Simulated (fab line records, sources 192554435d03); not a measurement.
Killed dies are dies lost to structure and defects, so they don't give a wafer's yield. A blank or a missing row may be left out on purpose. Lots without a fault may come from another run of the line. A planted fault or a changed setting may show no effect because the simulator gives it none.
A struck lot beside a sound one | flow n5_finfet | 38 steps out of a route of 1938
Sound: wafers L635.2, L635.3, L635.6. Struck: wafer L649.6. (L649.3, L649.4 of the same lot were not struck and are left out.) The cause comes at the end.
At each step with rows: each side's tool, then ch and its chambers, then its first start. Under that, the readings that differ: sound wafers | struck wafers | difference of the means | sigmas: that difference in standard deviations of wafers without a fault.
alike: readings whose means differ by less than 2 such deviations, and words and numbers that are the same on both sides. not compared: withheld readings, readings that some wafer has no value for, bounds like >300 that may hide the same value, and numbers for which the record gives no deviation and whose values overlap.
The two part at a step that has a row with sigmas, a row that says differs or no value, or rows on one side only. Numbers that don't overlap but have no deviation are shown without sigmas and don't part them. A reading that every wafer of one side lacks parts them only if that side has two wafers or more.

first, 9 steps without rows for these wafers: N5_BEOL_M4_ANNEAL_95 (time 240 s); N5_BEOL_M4_SPUTTER_96 (material Cu, target thk 4.5 nm, time 8.29 s); N5_BEOL_M4_ECD_50 (material Cu, target thk 300 nm); N5_BEOL_M4_ANNEAL_51 (time 90 s); N5_BEOL_M4_CMP_52 (polishes, stops on SiOC, t overpolish 6.8 s, target thk 40 nm); N5_BEOL_M4_PRE_CLEAN_60 (time 15 s); N5_BEOL_M4_CO_CAP_55 (material Co, precursor CCTBA/H2, target thk 2 nm, time 102.1 s); N5_BEOL_M4_PRE_CLEAN_56 (time 15 s); N5_BEOL_M4_DEP_57 (deposits SiCN from 3MS/NH3, target thk 8 nm, time 14 s).
N5_BEOL_M4_RC_MEAS_101:
  sound on prober-02 ch 0, day 9 10:05; struck on prober-01 ch 0, day 12 20:43
  alike: DIBL_N, DIBL_P, IOFF_N, IOFF_P, ION_N, ION_P, SS_N, SS_P, VT_N, VT_P
then, 24 steps without rows for these wafers: N5_BEOL_M5_ILD_DEP_00 (deposits SiCOH lowk from DEMS/porogen, target thk 140.64 nm, time 25.9 s); N5_BEOL_M5_CURE_79 (cures SiCOH lowk, time 240 s); N5_BEOL_M5_PECVD_70 (deposits SiO2 from TEOS/O2, target thk 16 nm, time 18 s); N5_BEOL_M5_HM_DEP_02 (deposits TiN, target thk 20 nm); N5_BEOL_M5_COAT_59 (time 60 s, resist thk 60 nm); N5_BEOL_M5_COAT_60 (time 60 s, resist thk 12 nm); N5_BEOL_M5_COAT_71 (time 60 s, resist thk 5 nm); N5_BEOL_M5_COAT_05 (resist thk 30 nm); N5_BEOL_M5_EBR_07; N5_BEOL_M5_SOFTBAKE_06 (time 60 s); N5_BEOL_M5_EXPOSE_08 (exposes mask M5, target cd 28 nm); N5_BEOL_M5_PEB_09 (peb time 60 s); N5_BEOL_M5_DEVELOP_10 (develop time 30 s); N5_BEOL_M5_DESCUM_16 (chemistry O2, time 7 s); N5_BEOL_M5_ETCH_72 (etches underlayer in N2/H2, target depth 6.5 nm, time 5.2 s); N5_BEOL_M5_ETCH_61 (etches SiARC in CF4, target depth 15.6 nm, time 26 s); N5_BEOL_M5_ETCH_62 (etches SOC in N2/H2, target depth 75 nm, overetch 15 nm, time 112.5 s); N5_BEOL_M5_STRIP_63 (strips in N2/H2); N5_BEOL_M5_STRIP_73 (strips in N2/H2); N5_BEOL_M5_STRIP_64 (strips in CF4); N5_BEOL_M5_HM_OPEN_17 (chemistry Cl2/BCl3, target TiN, target depth 20 nm, overetch 6 nm); N5_BEOL_M5_STRIP_19 (strips in O2); N5_BEOL_M5_COAT_65 (time 60 s, resist thk 60 nm); N5_BEOL_M5_COAT_66 (time 60 s, resist thk 12 nm).
N5_BEOL_M6_CMP_52: polishes, stops on SiCOH lowk, t overpolish 6.9 s, target thk 80 nm.
  sound on cmp-02 ch 0,2, day 10 08:29; struck on cmp-02 ch 3, day 13 21:52
  reading                              | sound                | struck | difference | sigmas
  barrier_field_endpoint_s (s)         | 28.9 29.2 31.4       | 46.8   | +17.0      | +19
  clearing_platen_down_force_psi (psi) | 1.4967 1.5034 1.5004 | 1.5073 | +0.0071    | +2
  overpolish_run_s (s)                 | 6.904 6.896 6.892    | 0.037  | -6.860     | -99 or more
  time_to_endpoint_s (s)               | 66 64 70             | 82     | +15        | +4
  alike: motor_current_A
  not compared: pad_life_wafers
N5_BEOL_M6_THK_MEAS_53: measures by xrf.
  sound on film_metro-02, day 10 08:47; struck on film_metro-02, day 13 22:10
  reading     | sound          | struck | difference | sigmas
  M6_THK (nm) | 80.8 75.3 76.2 | 190.5  | +113.1     | +45
N5_BEOL_M6_INSPECT_58: inspects for defects (darkfield).
  sound on defect_inspect-02, day 10 08:57; struck on defect_inspect-01, day 13 22:19
  reading          | sound    | struck | difference | sigmas
  raw_defect_count | 82 64 98 | 1446   | +1365      | +51
-- the record jumps here: 4 days lie between the struck wafers' starts before and after (it left off in module BEOL_M6 and takes up again in module PASSIVATION, whose first step shown is number 1936 of the route) --
N5_PASSIVATION_PROBE_49:
  the record has rows for the struck wafers here (prober-01, day 17 15:39) and none for the sound ones

WHERE THEY PART
First at N5_BEOL_M6_CMP_52; last, within this record, at N5_PASSIVATION_PROBE_49.

WHY: what the simulator had put in
Process parameter drift: cmp-02, from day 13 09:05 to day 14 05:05, at N5_BEOL_M6_CMP_52. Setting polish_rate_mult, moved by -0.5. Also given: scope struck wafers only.
